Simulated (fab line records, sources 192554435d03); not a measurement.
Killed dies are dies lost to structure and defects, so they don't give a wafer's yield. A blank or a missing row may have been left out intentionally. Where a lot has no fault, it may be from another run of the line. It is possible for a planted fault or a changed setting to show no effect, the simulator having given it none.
Matching of chambers | flow n5-finfet | rie-diel-05 running N5_BEOL_M7_STRIP_36: 4 sister chambers
The step strips in N2/H2. 16 wafers are shown with their chamber, then 8 later ones without.

WAFERS PAIRED WITH THEIR CHAMBERS
wafer  | chamber | showerhead-plenum-p-Torr (Torr) | drypump-motor-current-A (A) | oes-product-au (a.u.)
L074.4 | 2       | 2.51                            | 5.9                         | 0.70
L074.5 | 1       | 2.54                            | 5.2                         | 0.75
L074.6 | 0       | 2.70                            | 5.4                         | 0.89
L075.2 | 3       | 2.51                            | 5.6                         | 0.68
L075.4 | 2       | 2.51                            | 5.9                         | 0.71
L075.6 | 3       | 2.51                            | 5.6                         | 0.67
L078.2 | 1       | 2.54                            | 5.2                         | 0.75
L078.5 | 3       | 2.51                            | 5.6                         | 0.66
L078.6 | 2       | 2.51                            | 5.9                         | 0.71
L081.2 | 2       | 2.50                            | 5.9                         | 0.71
L081.4 | 3       | 2.51                            | 5.6                         | 0.66
L081.5 | 1       | 2.54                            | 5.3                         | 0.73
L083.1 | 0       | 2.69                            | 5.4                         | 0.86
L083.3 | 2       | 2.50                            | 5.8                         | 0.70
L083.4 | 3       | 2.50                            | 5.6                         | 0.66
L084.2 | 1       | 2.53                            | 5.2                         | 0.72

SIGNATURES (averages over the wafers above)
reading                  | chamber 0 | chamber 1 | chamber 2 | chamber 3 | scatter within a chamber
showerhead-plenum-p-Torr | 2.6950    | 2.5375    | 2.5060    | 2.5080    | 0.0052
drypump-motor-current-A  | 5.400     | 5.225     | 5.880     | 5.600     | 0.0359
oes-product-au           | 0.8750    | 0.7375    | 0.7060    | 0.6660    | 0.0114
Rule: distance of a wafer from a chamber = root of the sum over the readings of ((wafer's reading minus chamber's mean) / reading's scatter) squared. The wafer belongs to the nearest chamber; if the next one is less than 2 further off, it can't be placed. The scatter is the square root of a quotient: the sum, over the shown wafers, of each reading's squared deviation from its chamber's mean, divided by wafers minus chambers.

WAFERS WITH NO CHAMBER GIVEN
wafer  | showerhead-plenum-p-Torr (Torr) | drypump-motor-current-A (A) | oes-product-au (a.u.)
L084.4 | 2.50                            | 5.6                         | 0.67
L084.6 | 2.53                            | 5.2                         | 0.73
L088.2 | 2.50                            | 5.6                         | 0.66
L088.4 | 2.50                            | 5.9                         | 0.70
L088.5 | 2.50                            | 5.6                         | 0.65
L089.2 | 2.53                            | 5.2                         | 0.71
L089.3 | 2.69                            | 5.4                         | 0.85
L089.5 | 2.50                            | 5.9                         | 0.69

CHAMBER TAKEN BY EACH
wafer  | from the rows above | in truth
L084.4 | 3                   | 3
L084.6 | 1                   | 1
L088.2 | 3                   | 3
L088.4 | 2                   | 2
L088.5 | 3                   | 3
L089.2 | 1                   | 1
L089.3 | 0                   | 0
L089.5 | 2                   | 2
Placed correctly: 8 of 8. Not placeable from these rows: 0. Number placed wrongly: 0.
